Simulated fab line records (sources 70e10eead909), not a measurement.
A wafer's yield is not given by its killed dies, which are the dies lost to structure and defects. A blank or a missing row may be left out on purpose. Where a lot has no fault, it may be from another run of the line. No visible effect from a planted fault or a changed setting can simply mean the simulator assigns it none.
Matching of chambers    flow nand_harc    pecvd-01 running NHARC_A_ONON_D1_DEP_33: 3 sister chambers
The step deposits SiO2, target thk 200 nm. 22 wafers are shown with their chamber, then 11 later ones without.

## WAFERS PAIRED WITH THEIR CHAMBERS
wafer   chamber  heater_power_w (W)  throttle_valve_pct (%)  mfc_precursor_sccm (sccm)
L075.2  1        478                 15.6                    161.2
L075.3  0        694                 15.9                    161.9
L075.5  1        499                 15.6                    161.3
L082.1  2        579                 16.5                    161.2
L082.4  2        563                 16.5                    161.3
L082.5  0        618                 16.0                    161.2
L084.2  0        616                 16.1                    161.9
L084.3  2        533                 16.4                    162.1
L084.4  0        653                 15.7                    162.3
L085.1  1        568                 15.5                    161.3
L085.4  1        571                 15.9                    161.4
L085.5  0        561                 15.9                    162.1
L089.1  0        700                 15.4                    161.5
L089.2  2        502                 15.7                    161.9
L089.3  1        470                 15.4                    162.1
L092.1  2        547                 15.3                    161.8
L092.2  0        609                 15.6                    161.3
L092.4  1        561                 15.4                    161.8
L093.1  0        641                 15.6                    160.5
L093.3  1        603                 15.5                    160.9
L093.5  2        471                 15.8                    161.2
L094.1  2        585                 15.8                    161.2

SIGNATURES, as means of the wafers listed above
reading             chamber 0  chamber 1  chamber 2  scatter within a chamber
heater_power_w      636.50     535.71     540.00     46.8
throttle_valve_pct  15.775     15.557     16.000     0.316
mfc_precursor_sccm  161.588    161.429    161.529    0.473
Rule: a wafer's distance from a chamber is the root of the sum, over the readings, of the square of ((its reading less the chamber's mean) divided by the reading's scatter). The wafer belongs to the nearest chamber; if the next one is less than 2 further off, it can't be placed. The scatter is the square root of a quotient: the sum, over the shown wafers, of each reading's squared deviation from its chamber's mean, divided by wafers minus chambers.

## WAFERS WITHOUT THEIR CHAMBER
wafer   heater_power_w (W)  throttle_valve_pct (%)  mfc_precursor_sccm (sccm)
L094.4  634                 15.6                    161.0
L094.5  505                 15.5                    161.4
L095.1  490                 15.7                    161.2
L095.3  525                 15.7                    161.7
L095.4  530                 15.3                    161.8
L096.1  594                 15.7                    161.8
L096.2  592                 15.7                    161.4
L096.3  665                 15.6                    161.1
L097.1  669                 15.8                    162.7
L097.5  469                 15.8                    162.1
L097.6  688                 15.8                    161.9

## WHICH CHAMBER EACH ONE RAN IN
wafer   from the rows above           in truth
L094.4  can't be placed: 0 or 1 or 2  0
L094.5  can't be placed: 1 or 2       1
L095.1  can't be placed: 1 or 2       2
L095.3  can't be placed: 1 or 2 or 0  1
L095.4  can't be placed: 1 or 2 or 0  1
L096.1  can't be placed: 0 or 1 or 2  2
L096.2  can't be placed: 0 or 1 or 2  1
L096.3  can't be placed: 0 or 1 or 2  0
L097.1  can't be placed: 0 or 2 or 1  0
L097.5  can't be placed: 2 or 1 or 0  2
L097.6  0                             0
Correct placement for 1 of the 11. Not placeable from these rows: 10 (in 10, the candidates include the true chamber). 0 placed wrongly.
